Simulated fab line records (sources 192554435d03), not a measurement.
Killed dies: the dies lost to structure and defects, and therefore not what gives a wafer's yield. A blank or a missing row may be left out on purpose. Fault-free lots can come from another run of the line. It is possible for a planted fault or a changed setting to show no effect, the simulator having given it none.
Split-lot experiment + flow n5 finfet + 7 lots, 21 wafers read, on a route of 1938 steps

THE SPLIT ITSELF
At N5_BEOL_M4_ETCH_64 (etches SOC in N2/H2, target depth 75 nm, overetch 22.5 nm, time 121.9 s), the setting time s was moved away from the recipe's 121.9 s on 8 of the 21 wafers read, by -6.1% to +16.8%. For the rest of the wafers, this setting stayed at what the recipe calls for.

FROM THE SPLIT TO THE READING: what the file shows between them, 3 steps
- N5_BEOL_M4_STRIP_65: strips in N2/H2
- N5_BEOL_M4_STRIP_75: strips in N2/H2
- N5_BEOL_M4_STRIP_66: strips in CF4

THE READING
etch.depth nm (the simulator's own value, which no gauge read), in nm, at N5_BEOL_M4_HM_OPEN_17 (chemistry Cl2/BCl3, target TiN, target depth 20 nm, overetch 6 nm). There is no usual value for it anywhere in the file. The 13 wafers here that ran the recipe average 19.75 nm, standard deviation 0.25 nm.

| wafer  | tool, chamber at the split | time s as run, s | against the recipe | etch.depth nm, nm | against lot-mates on the recipe |
|--------|----------------------------|------------------|--------------------|-------------------|---------------------------------|
| L074.1 | rie diel-02, 1,0,0         | 121.9            | recipe             | 19.57             | -                               |
| L074.2 | rie diel-02, 1,0,0         | 121.9            | recipe             | 19.8              | -                               |
| L074.5 | rie diel-02, 1,0,0         | 121.9            | recipe             | 19.79             | -                               |
| L078.1 | rie diel-06, 2             | 121.9            | recipe             | 19.32             | -                               |
| L078.3 | rie diel-06, 0             | 114.5            | -6.1%              | 19.74             | +0.20                           |
| L078.6 | rie diel-06, 2             | 121.9            | recipe             | 19.75             | -                               |
| L080.1 | rie diel-06, 2             | 121.9            | recipe             | 19.33             | -                               |
| L080.4 | rie diel-06, 1,0           | 142.4            | +16.8%             | 17.66             | -1.67                           |
| L080.5 | rie diel-06, 1,0           | 142.4            | +16.8%             | 17.59             | -1.74                           |
| L083.3 | rie diel-06, 3,2,3         | 121.9            | recipe             | 19.79             | -                               |
| L083.5 | rie diel-06, 3,2,3         | 121.9            | recipe             | 19.57             | -                               |
| L083.6 | rie diel-06, 3,2,3         | 121.9            | recipe             | 20.33             | -                               |
| L085.1 | rie diel-02, 3,0           | 121.9            | recipe             | 19.9              | -                               |
| L085.5 | rie diel-02, 3,0           | 121.9            | recipe             | 19.79             | -                               |
| L085.6 | rie diel-02, 1             | 138.4            | +13.5%             | 18.48             | -1.36                           |
| L088.2 | rie diel-05, 1,2           | 133.3            | +9.4%              | 18.8              | -1.10                           |
| L088.5 | rie diel-05, 1,2           | 133.3            | +9.4%              | 18.95             | -0.95                           |
| L088.6 | rie diel-05, 3             | 121.9            | recipe             | 19.9              | -                               |
| L097.1 | rie diel-06, 2             | 121.9            | recipe             | 19.85             | -                               |
| L097.2 | rie diel-06, 1,2           | 137.2            | +12.6%             | 19.09             | -0.76                           |
| L097.6 | rie diel-06, 1,2           | 137.2            | +12.6%             | 18.34             | -1.51                           |
When a row names more than one chamber, that row covers several wafers, and the file does not tell which wafer ran in which chamber.

FIT RESULTS
A straight line over all 21 wafers: etch.depth nm changes by -0.0996 nm for each +1% of time s; r = -0.91; the points scatter about the line by 0.32 nm.
The same after taking each lot's own level away (the mean of its wafers on the recipe; 21 wafers): -0.0952 nm for each +1%; r = -0.95; scatter 0.22 nm.
Per that fit: largest time s move, reading shift of 1.6 nm.
The span of the lots' own levels, 19.330 to 19.900 nm, comes to 2.3 times the standard deviation stated above.
Consequently the slope shifts little with the lot-to-lot level, the two slopes agreeing.
Check: with one of the wafers moved furthest among these (+16.8%) left out of the fit, the line predicts -1.63 nm for it against its lot-mates. It came out at -1.67 nm against them.

ADDITIONAL SPLITS CARRIED BY THESE WAFERS
Other splits were also applied to these wafers ahead of the reading. Each is held against what the fit with the lots' levels taken away leaves over:
| other split on the same wafers   | wafers away from the commonest value | r with etch.depth nm (lot level and that fit taken away) |
|----------------------------------|--------------------------------------|----------------------------------------------------------|
| N5_BEOL_M1_TRENCH_ETCH_37 time s | 5                                    | +0.15                                                    |
| N5_BEOL_M2_ALD_98 ald cycles     | 6                                    | -0.10                                                    |
| N5_BEOL_M2_SPUTTER_92 time s     | 6                                    | +0.15                                                    |
| N5_BEOL_M3_DESCUM_33 time s      | 7                                    | +0.01                                                    |
| N5_BEOL_M3_TRENCH_ETCH_37 bias w | 11                                   | -0.31                                                    |

THE FILE'S OWN FIT
etch.depth nm changes by -0.0966 nm for each +1% of time s, r = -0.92.
